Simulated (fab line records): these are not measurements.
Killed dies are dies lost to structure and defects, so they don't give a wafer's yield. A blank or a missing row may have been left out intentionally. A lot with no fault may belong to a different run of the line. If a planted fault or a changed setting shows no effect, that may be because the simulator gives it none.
fab line records ; flow nand_harc
record: lots: 12; wafers: 36; last_day: 33
route steps=1302 shown A_CONTACT@1086 A_BLC@1112
lots untouched by any fault: they come from a run of this same line in which no faults occurred
start_h: hours from the record's opening day to when the first of the lot's shown wafers began ; wait_h: how many hours have passed since the lot's step before this one ; " identical to the entry in the row above ; L1.1+2: a row that stands for several wafers ; - no value present, or no start provided ; * or withheld: withheld ; < > ~ a bound
route shown NAME@n: names a module that has steps shown in the file, with the first one's number in the route ; usual: mean and standard deviation over wafers with no fault ; same: alike in all rows ; chamber/n: place in a boat ; sites: the reading at each site ; _std_site: how widely they spread, as a standard deviation ; _edge_site: the outer-site mean with the inner-site mean subtracted ; radius_mm: how far each site lies from the wafer's centre ; mask NAME#n: copy n ; behind: tool/chamber where the wafer was last shaped ; hold: cause of the lot's hold/its duration in hours/its outcome ; device: the transistor (n, p or np) that didn't switch ; end of line: the route-end tests of the same wafers ; for a step that has no rows: nothing shown but its recipe ; killed: dies lost to structure and defects at the first sort, not the wafer's yield ; map: the dies of a wafer, with x for killed, . for not killed, _ for no die there
set.NAME: setting as actually run; set.NAME@STEP: the setting as run at that earlier step ; model.NAME: the simulator's own value behind a step, which no gauge read
a sample of lots followed through the steps of the route, with each step as a table and each wafer as a row
services: the hour from which a tool's chamber was out of use, counted from the record's first day as start_h (under 0 if before that day), plus the number of hours and why
== steps ==
step: NHARC_A_CONTACT_ETCH_134
recipe: source_w: withheld; pressure_mtorr: 20; bias_v: withheld; time_s: 140; target_depth_a: 7000; ar_flow_sccm: withheld; c4f8_flow_sccm: withheld; o2_flow_sccm: withheld; chemistry: C4F8/O2/Ar
lot.wafer;tool;chamber;start_h;wait_h;rf_hours_counter_h
L191.2;har_cap_etch-03;0;495.12;-;41
L191.6;har_cap_etch-03;0;495.12;-;-
L191.5;har_cap_etch-03;1;495.12;-;-
L193.2;har_cap_etch-03;1;522.61;-;47
L193.4;har_cap_etch-03;1;522.61;-;-
L193.5;har_cap_etch-03;1;522.61;-;-
L192.1;har_cap_etch-02;1;523.42;-;89
L192.3;har_cap_etch-02;1;523.42;-;-
L192.5;har_cap_etch-02;1;523.42;-;-
L194.2;har_cap_etch-01;1;524.99;-;2
L194.3;har_cap_etch-01;1;524.99;-;-
L194.6;har_cap_etch-01;0;524.99;-;-
L196.2;har_cap_etch-02;0;547.89;-;92
L196.4;har_cap_etch-02;0;547.89;-;-
L196.6;har_cap_etch-02;1;547.89;-;-
L197.1;har_cap_etch-02;1;567.72;-;95
L197.4;har_cap_etch-02;1;567.72;-;-
L197.6;har_cap_etch-02;0;567.72;-;-
L201.4;har_cap_etch-03;0;617.60;-;-
L201.3;har_cap_etch-03;1;617.60;-;-
L201.5;har_cap_etch-03;0;617.60;-;-
L210.1;har_cap_etch-01;0;694.86;-;30
L210.2;har_cap_etch-01;1;694.86;-;30
L210.4;har_cap_etch-01;0;694.86;-;-
L209.2;har_cap_etch-02;0;695.90;-;119
L209.6;har_cap_etch-02;1;695.90;-;-
L209.5;har_cap_etch-02;0;695.90;-;-
L212.2;har_cap_etch-01;0;709.57;-;33
L212.3;har_cap_etch-01;1;709.57;-;-
L212.6;har_cap_etch-01;1;709.57;-;-
L213.2;har_cap_etch-03;1;731.11;-;85
L213.3;har_cap_etch-03;0;731.11;-;-
L213.5;har_cap_etch-03;0;731.11;-;-
L214.3;har_cap_etch-01;1;744.36;-;-
L214.6;har_cap_etch-01;1;744.36;-;-
L214.5;har_cap_etch-01;0;744.36;-;-
step: NHARC_A_CONTACT_CVD_19
recipe: target_thk_a: 3000; temp_c: 300; pressure_torr: 40; wf6_flow_sccm: 40; h2_flow_sccm: 1600; ar_flow_sccm: 1560; time_s: 802; material: W
usual: heater_power_w: 482/41; mfc_ar_sccm: 1560/5.1; throttle_valve_pct: 8.0/0.3
lot.wafer;tool;chamber;start_h;wait_h;heater_power_w;mfc_ar_sccm;throttle_valve_pct
L191.2;cvd_w-02;0;-;-;453;1564;7.8
L191.5;cvd_w-02;0;-;-;448;1560;8.1
L191.6;cvd_w-02;1;-;-;523;1564;7.7
L193.2;cvd_w-01;0;-;-;455;1557;8.6
L193.4;cvd_w-01;1;-;-;511;1562;8.6
L193.5;cvd_w-01;1;-;-;500;1554;8.5
L192.1;cvd_w-02;0;-;-;465;1566;8.2
L192.3;cvd_w-02;0;-;-;457;1557;8.2
L192.5;cvd_w-02;0;-;-;454;1558;8.1
L194.2;cvd_w-01;1;-;-;515;1565;8.4
L194.3;cvd_w-01;1;-;-;509;1563;8.2
L194.6;cvd_w-01;0;-;-;458;1568;8.3
L196.2;cvd_w-02;0;-;-;451;1550;7.8
L196.4;cvd_w-02;1;-;-;531;1558;7.8
L196.6;cvd_w-02;1;-;-;531;1560;7.7
L197.1;cvd_w-01;1;-;-;489;1560;8.0
L197.4;cvd_w-01;0;-;-;448;1562;8.1
L197.6;cvd_w-01;1;-;-;494;1558;8.0
L201.3;cvd_w-01;1;-;-;506;1562;8.0
L201.4;cvd_w-01;0;-;-;455;1566;8.1
L201.5;cvd_w-01;0;-;-;453;1563;8.4
L210.1;cvd_w-01;0;-;-;453;1552;8.5
L210.2;cvd_w-01;1;-;-;496;1562;8.4
L210.4;cvd_w-01;1;-;-;501;1553;8.2
L209.2;cvd_w-01;1;-;-;490;1558;8.5
L209.6;cvd_w-01;1;-;-;509;1560;8.2
L209.5;cvd_w-01;0;-;-;456;1566;8.2
L212.2;cvd_w-01;1;-;-;504;1545;8.3
L212.3;cvd_w-01;1;-;-;504;1553;8.1
L212.6;cvd_w-01;1;-;-;507;1558;8.1
L213.2;cvd_w-02;1;-;-;548;1557;7.4
L213.3;cvd_w-02;0;-;-;406;1569;7.9
L213.5;cvd_w-02;1;-;-;543;1555;7.3
L214.3;cvd_w-02;0;-;-;415;1562;8.0
L214.6;cvd_w-02;0;-;-;421;1562;8.1
L214.5;cvd_w-02;1;-;-;549;1556;7.4
step: NHARC_A_BLC_SOFTBAKE_05
recipe: temp_c: 105; time_s: 55
usual: heater_power_total_W: 188.47/0.14
lot.wafer;tool;chamber;start_h;wait_h;heater_power_total_W
L191.2;litho_track-01;0;499;-;188.37
L191.5;litho_track-01;0;499;-;188.31
L191.6;litho_track-01;0;499;-;188.43
L193.2;litho_track-06;0;527;-;188.67
L193.4;litho_track-06;0;527;-;188.67
L193.5;litho_track-06;0;527;-;188.43
L192.1;litho_track-06;0;527;-;188.44
L192.3;litho_track-06;0;527;-;188.32
L192.5;litho_track-06;0;527;-;188.30
L194.2;litho_track-04;0;529;-;188.55
L194.3;litho_track-04;0;529;-;188.62
L194.6;litho_track-04;0;529;-;188.79
L196.2;litho_track-01;0;552;-;188.73
L196.4;litho_track-01;0;552;-;188.37
L196.6;litho_track-01;0;552;-;188.43
L197.1;litho_track-04;0;572;-;188.35
L197.4;litho_track-04;0;572;-;188.58
L197.6;litho_track-04;0;572;-;188.49
L201.3;litho_track-04;0;622;-;188.32
L201.4;litho_track-04;0;622;-;188.46
L201.5;litho_track-04;0;622;-;188.74
L210.1;litho_track-04;0;699;-;188.32
L210.2;litho_track-04;0;699;-;188.44
L210.4;litho_track-04;0;699;-;188.37
L209.2;litho_track-04;0;703;-;185.38
L209.5;litho_track-04;0;703;-;185.20
L209.6;litho_track-04;0;703;-;185.26
L212.2;litho_track-04;0;714;-;185.48
L212.3;litho_track-04;0;714;-;185.33
L212.6;litho_track-04;0;714;-;185.32
L213.2;litho_track-01;0;735;-;188.28
L213.3;litho_track-01;0;735;-;188.27
L213.5;litho_track-01;0;735;-;188.71
L214.3;litho_track-06;0;748;-;188.45
L214.5;litho_track-06;0;748;-;188.40
L214.6;litho_track-06;0;748;-;188.76
step: NHARC_A_BLC_ETCH_16
recipe: target_depth_a: 390; over_etch_frac: 0.3; time_s: 65; ion_energy_ev: 80; cf4_flow_sccm: 150; ar_flow_sccm: 0; rf_w: 300; bias_w: 100; chemistry: CF4
usual: bias_w: 100.0/0.3; drypump_motor_current_A: 5.6/0.41; mfc_ar_sccm: 0.006/0.0065; oes_product_au: 1.003/0.009; rf_vpp_V: 151.5/0.97; showerhead_plenum_p_Torr: 1.78/0.044; throttle_valve_pct: 13.284/0.01
lot.wafer;tool;chamber;start_h;wait_h;bias_w;drypump_motor_current_A;mfc_ar_sccm;oes_product_au;rf_hours_counter_h;rf_vpp_V;showerhead_plenum_p_Torr;throttle_valve_pct
L191.2;rie_diel-03;3;500.27;0.1;100.1;5.7;0.005;0.995;2;150.8;1.76;13.301
L191.5;rie_diel-03;0;500.27;0.1;100.2;5.3;0.014;1.006;-;150.2;1.77;13.285
L191.6;rie_diel-03;1;500.27;0.1;100.0;5.9;0;0.997;-;152.1;1.84;13.287
L193.2;rie_diel-03;3;527.85;0.1;100.0;5.7;0.005;0.999;4;152.0;1.76;13.294
L193.4;rie_diel-03;0;527.85;0.1;100.0;5.3;0.014;1.008;4;152.0;1.77;13.277
L193.5;rie_diel-03;2;527.85;0.1;100.2;6.3;0.010;1.009;-;150.4;1.83;13.288
L192.1;rie_diel-02;0;528.68;0.1;100.1;5.8;0;1.007;11;151.2;1.72;13.281
L192.3;rie_diel-02;1;528.68;0.1;100.1;5.4;0;1.006;11;152.0;1.83;13.275
L192.5;rie_diel-02;0;528.68;0.1;100.4;5.8;0;0.996;-;151.5;1.72;13.287
L194.3;rie_diel-03;0;530.15;0.1;100.3;5.3;0.014;1.007;5;152.5;1.77;13.286
L194.2;rie_diel-03;1;530.15;0.1;100.1;5.9;0;1.000;4;152.2;1.84;13.273
L194.6;rie_diel-03;3;530.15;0.1;99.6;5.7;0.005;1.006;-;151.0;1.76;13.279
L196.2;rie_diel-03;3;553.01;0.1;99.8;5.7;0.005;0.997;6;151.9;1.76;13.285
L196.6;rie_diel-03;3;553.01;0.1;100.1;5.7;0.005;1.000;-;152.0;1.76;13.286
L196.4;rie_diel-03;1;553.01;0.1;100.7;5.9;0;1.006;-;152.5;1.84;13.274
L197.4;rie_diel-03;3;573.06;0.1;100.0;5.6;0.005;0.999;7;152.2;1.76;13.289
L197.1;rie_diel-03;1;573.06;0.1;100.1;5.9;0;1.002;7;152.0;1.84;13.293
L197.6;rie_diel-03;2;573.06;0.1;99.9;6.4;0.010;0.997;-;152.7;1.83;13.268
L201.4;rie_diel-02;3;622.82;0.1;100.1;4.9;0.014;1.000;3;149.5;1.75;13.293
L201.3;rie_diel-02;1;622.82;0.1;99.9;5.4;0;1.019;3;151.4;1.82;13.285
L201.5;rie_diel-02;0;622.82;0.1;100.1;5.8;0;1.007;-;150.1;1.72;13.275
L210.4;rie_diel-02;1;700.14;0.1;100.0;5.4;0;1.004;9;152.5;1.82;13.288
L210.2;rie_diel-02;2;700.14;0.1;99.9;5.8;0;0.988;10;151.5;1.79;13.294
L210.1;rie_diel-02;0;700.14;0.1;100.1;5.8;0;1.000;9;150.4;1.72;13.272
L209.2;rie_diel-03;3;704.00;0.1;100.2;5.7;0.005;0.999;3;150.5;1.76;13.278
L209.6;rie_diel-03;2;704.00;0.1;99.7;6.3;0.010;0.994;-;151.5;1.82;13.284
L209.5;rie_diel-03;0;704.00;0.1;99.5;5.3;0.014;1.012;-;153.2;1.77;13.292
L212.2;rie_diel-02;0;714.98;0.1;100.6;5.8;0;1.010;10;150.0;1.72;13.280
L212.3;rie_diel-02;3;714.98;0.1;99.7;4.9;0.014;0.999;11;150.1;1.74;13.283
L212.6;rie_diel-02;0;714.98;0.1;100.3;5.8;0;1.001;-;151.2;1.72;13.273
L213.2;rie_diel-02;2;736.38;0.1;100.4;5.9;0;0.989;13;151.1;1.79;13.283
L213.3;rie_diel-02;3;736.38;0.1;99.8;4.9;0.014;1.008;12;150.3;1.74;13.260
L213.5;rie_diel-02;2;736.38;0.1;100.3;5.9;0;0.994;-;151.7;1.79;13.264
L214.3;rie_diel-03;2;749.45;0.1;99.9;6.3;0.010;1.003;6;151.9;1.82;13.281
L214.5;rie_diel-03;0;749.45;0.1;99.4;5.3;0.014;1.025;-;150.6;1.77;13.292
L214.6;rie_diel-03;1;749.45;0.1;100.4;5.9;0;1.009;-;152.2;1.84;13.288
== services ==
tool;chamber;start_h;hours;kind
har_cap_etch-01;-;498.16;17.0;pm
litho_track-01;-;505.00;7.0;pm
rie_diel-03;3;512.88;5.3;repair
rie_diel-03;2;517.92;5.9;repair
litho_track-06;-;529.00;7.0;pm
cvd_w-01;1;536.49;7.6;repair
cvd_w-01;-;547.18;13.0;pm
rie_diel-03;2;552.83;8.7;repair
litho_track-04;-;553.00;7.0;pm
rie_diel-02;-;570.75;9.0;pm
rie_diel-02;3;612.13;7.0;repair
rie_diel-03;3;612.93;2.5;repair
cvd_w-01;-;623.89;1.2;repair
cvd_w-02;-;625.20;0.7;repair
cvd_w-02;-;631.00;13.0;pm
rie_diel-03;-;635.30;9.0;pm
litho_track-01;-;680.00;7.0;pm
har_cap_etch-03;-;687.65;0.8;repair
rie_diel-03;1;694.71;9.9;repair
litho_track-06;-;704.00;7.0;pm
har_cap_etch-02;-;714.99;1.2;repair
litho_track-04;-;728.00;7.0;pm
cvd_w-01;-;728.18;13.0;pm
rie_diel-02;-;747.75;9.0;pm
== key ==
first_sign: step: NHARC_A_BLC_SOFTBAKE_05; reading: heater_power_total_W; direction: down; sigmas: 23; usual: *; struck: *
effect none on later readings
met_at NHARC_A_BLC_SOFTBAKE_05
struck_lots L209,L212
tester_left_out L209,L212
not_acting_at NHARC_A_CONTACT_ETCH_134,NHARC_A_CONTACT_CVD_19,NHARC_A_BLC_ETCH_16
onset_between 699 703
fault: kind: process_parameter_drift; tool: litho_track-04; chamber: -; onset_h: 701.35; steps: NHARC_A_BLC_SOFTBAKE_05; channel: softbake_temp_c; offset: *; shape: step; end_h: 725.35; acts_in: *; stated: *
tester_left_out: of these lots the tester's yield and bins aren't shown, on N5 and GAA mostly nor the transistor test; their killed dies are dies lost to structure and defects alone, not to doping, threshold or leakage, so they don't give the yield
